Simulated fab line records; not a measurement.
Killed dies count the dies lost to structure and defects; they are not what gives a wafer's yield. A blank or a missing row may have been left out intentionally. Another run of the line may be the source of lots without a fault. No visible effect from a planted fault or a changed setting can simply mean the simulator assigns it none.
Lot-split experiment	flow n5Finfet	on a route of 1938 steps: 7 lots, 39 wafers read

SPLIT DETAILS
At N5_BEOL_M6_HM_DEP_02 (deposits TiN, target thk 20 nm), the setting targetThkA was moved away from the recipe's 200 angstrom on 15 of the 39 wafers read, by -26.4% to +37.6%. All remaining wafers had this setting at the recipe value.

FROM THE SPLIT TO THE READING: what the file shows between them, 4 steps
- N5_BEOL_M6_COAT_59: time 60 s, resist thk 100 nm
- N5_BEOL_M6_COAT_60: time 60 s, resist thk 35 nm
- N5_BEOL_M6_STRIP_68: strips in N2/H2
- N5_BEOL_M6_STRIP_67: strips in CF4

THE READING
etch.depthNm (the simulator's own value, which no gauge read), in nm, at N5_BEOL_M6_HM_OPEN_17 (chemistry Cl2/BCl3, target TiN, target depth 20 nm, overetch 6 nm). The file does not state a usual value for it. Average 19.97 nm, standard deviation 0.23 nm, over the 24 wafers here run with the recipe.

wafer	tool, chamber at the split	targetThkA as run, angstrom	against the recipe	etch.depthNm, nm	against lot-mates on the recipe
L074.1	pvdSputter-02, -	275.1	+37.6%	27.46	+7.26
L074.2	pvdSputter-02, -	275.1	+37.6%	24.98	+4.78
L074.3	pvdSputter-02, -	275.1	+37.6%	27.19	+6.99
L074.4	pvdSputter-02, -	200	recipe	20.2	-
L074.5	pvdSputter-02, -	200	recipe	20.02	-
L074.6	pvdSputter-02, -	200	recipe	20.38	-
L075.1	pvdSputter-02, -	249.6	+24.8%	24.96	+5.11
L075.2	pvdSputter-02, -	249.6	+24.8%	24.75	+4.90
L075.3	pvdSputter-02, -	200	recipe	19.81	-
L075.4	pvdSputter-02, -	249.6	+24.8%	24.61	+4.76
L075.5	pvdSputter-02, -	200	recipe	19.67	-
L075.6	pvdSputter-02, -	200	recipe	20.08	-
L076.1	pvdSputter-02, -	236.8	+18.4%	23.93	+3.76
L076.2	pvdSputter-02, -	236.8	+18.4%	23.93	+3.76
L076.3	pvdSputter-02, -	200	recipe	20.09	-
L076.4	pvdSputter-02, -	200	recipe	20.08	-
L076.5	pvdSputter-02, -	200	recipe	20.35	-
L076.6	pvdSputter-02, -	236.8	+18.4%	23.66	+3.49
L077.1	pvdSputter-02, -	200	recipe	19.74	-
L077.5	pvdSputter-02, -	200	recipe	19.74	-
L077.2	pvdSputter-02, -	157.4	-21.3%	15.78	-3.94
L077.3	pvdSputter-02, -	157.4	-21.3%	15.63	-4.09
L077.4	pvdSputter-02, -	200	recipe	19.68	-
L077.6	pvdSputter-02, -	157.4	-21.3%	15.45	-4.27
L078.3	pvdSputter-01, -	200	recipe	19.94	-
L078.5	pvdSputter-01, -	200	recipe	19.46	-
L078.6	pvdSputter-01, -	200	recipe	19.9	-
L080.1	pvdSputter-02, -	200	recipe	20.27	-
L080.2	pvdSputter-02, -	147.2	-26.4%	14.7	-5.49
L080.3	pvdSputter-02, -	147.2	-26.4%	14.79	-5.40
L080.4	pvdSputter-02, -	147.2	-26.4%	14.97	-5.22
L080.5	pvdSputter-02, -	200	recipe	20	-
L080.6	pvdSputter-02, -	200	recipe	20.29	-
L091.1	pvdSputter-01, -	200	recipe	20.04	-
L091.2	pvdSputter-01, -	200	recipe	19.86	-
L091.4	pvdSputter-01, -	200	recipe	19.86	-
L091.6	pvdSputter-01, -	200	recipe	19.86	-
L091.3	pvdSputter-01, -	200	recipe	20.12	-
L091.5	pvdSputter-01, -	200	recipe	19.91	-

THE FIT
A straight line over all 39 wafers: etch.depthNm changes by +0.19 nm for each +1% of targetThkA; r = +0.99; the points scatter about the line by 0.43 nm.
The same after taking each lot's own level away (the mean of its wafers on the recipe; 39 wafers): +0.187 nm for each +1%; r = +0.99; scatter 0.42 nm.
That fit puts the effect of the largest move of targetThkA on the reading at 7 nm.
From 19.720 to 20.200 nm: that is the span of the lots' own levels, equal to 2.1 times the standard deviation above.
Hence the lot-to-lot level has little effect on the slope; both slopes agree.
Check: with one of the wafers moved furthest among these (+37.6%) left out of the fit, the line predicts +6.93 nm for it against its lot-mates. Against them it came out at +7.26 nm.

OTHER SPLITS ON THESE WAFERS
Note: prior to the reading, these wafers also went through further splits. Each is held against what the fit with the lots' levels taken away leaves over:
other split on the same wafers	wafers away from the commonest value	r with etch.depthNm (lot level and that fit taken away)
N5_FIN_SAQP_HM_DEP_72 targetThkA	15	+0.09
N5_DUMMY_GATE_HM_DEP_06 timeS	30	+0.01
N5_MOL_CONTACT_COAG_SPUTTER_130 targetThkA	15	+0.07

THE WHOLE CHAIN: every reading that the file lists as answering this split, in the file's order
step	what it does	reading	change (the file's fit)	r (the file's)
N5_BEOL_M6_HM_DEP_02	deposits TiN, target thk 20 nm	TiN_of_BEOL_M6_HM_DEP_02.thkNm (the simulator's own value, which no gauge read)	+0.2 nm for each +1% of the setting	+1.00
N5_BEOL_M6_HM_OPEN_17	chemistry Cl2/BCl3, target TiN, target depth 20 nm, overetch 6 nm	etch.depthNm (the simulator's own value, which no gauge read)	+0.187 nm for each +1% of the setting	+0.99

FILE'S OWN FIT
etch.depthNm changes by +0.187 nm for each +1% of targetThkA, r = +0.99.
